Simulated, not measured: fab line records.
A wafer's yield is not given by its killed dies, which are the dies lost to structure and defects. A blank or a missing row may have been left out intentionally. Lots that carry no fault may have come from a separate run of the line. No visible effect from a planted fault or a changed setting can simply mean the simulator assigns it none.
Chamber matching | flow n5Finfet | 4 sister chambers for N5_FIN_SAQP_HM_OPEN_33 on rieDiel-01
The step chemistry CH3F/O2, target SiNx, target depth 49.4 nm, time 70.6 s. 18 wafers are shown with their chamber, then 9 later ones without.

WAFERS PAIRED WITH THEIR CHAMBERS
wafer  | chamber | drypumpMotorCurrentA (A) | throttleValvePct (%) | oes_o_777_au (a.u.)
L074.1 | 3       | 5.4                      | 16.30                | 0.75
L074.5 | 3       | 5.4                      | 16.29                | 0.74
L074.6 | 2       | 4.9                      | 16.53                | 0.79
L076.1 | 0       | 6.3                      | 16.06                | 0.83
L076.3 | 2       | 5.0                      | 16.54                | 0.78
L076.6 | 2       | 5.0                      | 16.54                | 0.78
L077.1 | 2       | 4.9                      | 16.52                | 0.78
L077.3 | 3       | 5.4                      | 16.28                | 0.73
L077.6 | 3       | 5.4                      | 16.31                | 0.74
L082.1 | 2       | 4.9                      | 16.56                | 0.78
L082.2 | 1       | 5.2                      | 16.20                | 0.95
L082.4 | 3       | 5.3                      | 16.33                | 0.72
L084.1 | 3       | 5.4                      | 16.34                | 0.72
L084.2 | 0       | 6.4                      | 16.09                | 0.81
L084.6 | 3       | 5.3                      | 16.33                | 0.73
L085.2 | 1       | 5.2                      | 16.20                | 0.93
L085.3 | 2       | 4.9                      | 16.56                | 0.77
L085.6 | 0       | 6.3                      | 16.09                | 0.80

SIGNATURES (averages over the wafers above)
reading              | chamber 0 | chamber 1 | chamber 2 | chamber 3 | scatter within a chamber
drypumpMotorCurrentA | 6.333     | 5.200     | 4.933     | 5.371     | 0.0495
throttleValvePct     | 16.0800   | 16.2000   | 16.5417   | 16.3114   | 0.0188
oes_o_777_au         | 0.8133    | 0.9400    | 0.7800    | 0.7329    | 0.0107
Rule: for a wafer and a chamber, the distance is found by dividing, reading by reading, the gap between the wafer's reading and the chamber's mean by the reading's scatter, squaring, summing and taking the root. If the next closest chamber is less than 2 further off than the closest, the wafer can't be placed; otherwise it belongs to the closest. The scatter is the square root of a quotient: the sum, over the shown wafers, of each reading's squared deviation from its chamber's mean, divided by wafers minus chambers.

WAFERS WHOSE CHAMBER IS MISSING
wafer  | drypumpMotorCurrentA (A) | throttleValvePct (%) | oes_o_777_au (a.u.)
L086.1 | 5.2                      | 16.21                | 0.92
L086.3 | 6.4                      | 16.11                | 0.79
L086.6 | 5.0                      | 16.57                | 0.76
L093.1 | 5.2                      | 16.24                | 0.88
L093.2 | 4.9                      | 16.61                | 0.75
L093.4 | 6.4                      | 16.16                | 0.77
L096.2 | 6.3                      | 16.14                | 0.78
L096.3 | 5.3                      | 16.37                | 0.71
L096.4 | 5.0                      | 16.63                | 0.74

WHICH CHAMBER EACH WENT THROUGH
wafer  | from the rows above | in truth
L086.1 | 1                   | 1
L086.3 | 0                   | 0
L086.6 | 2                   | 2
L093.1 | 1                   | 1
L093.2 | 2                   | 2
L093.4 | 0                   | 0
L096.2 | 0                   | 0
L096.3 | 3                   | 3
L096.4 | 2                   | 2
Correctly placed: 9 of 9. From these rows, 0 cannot be placed. 0 placed wrongly.
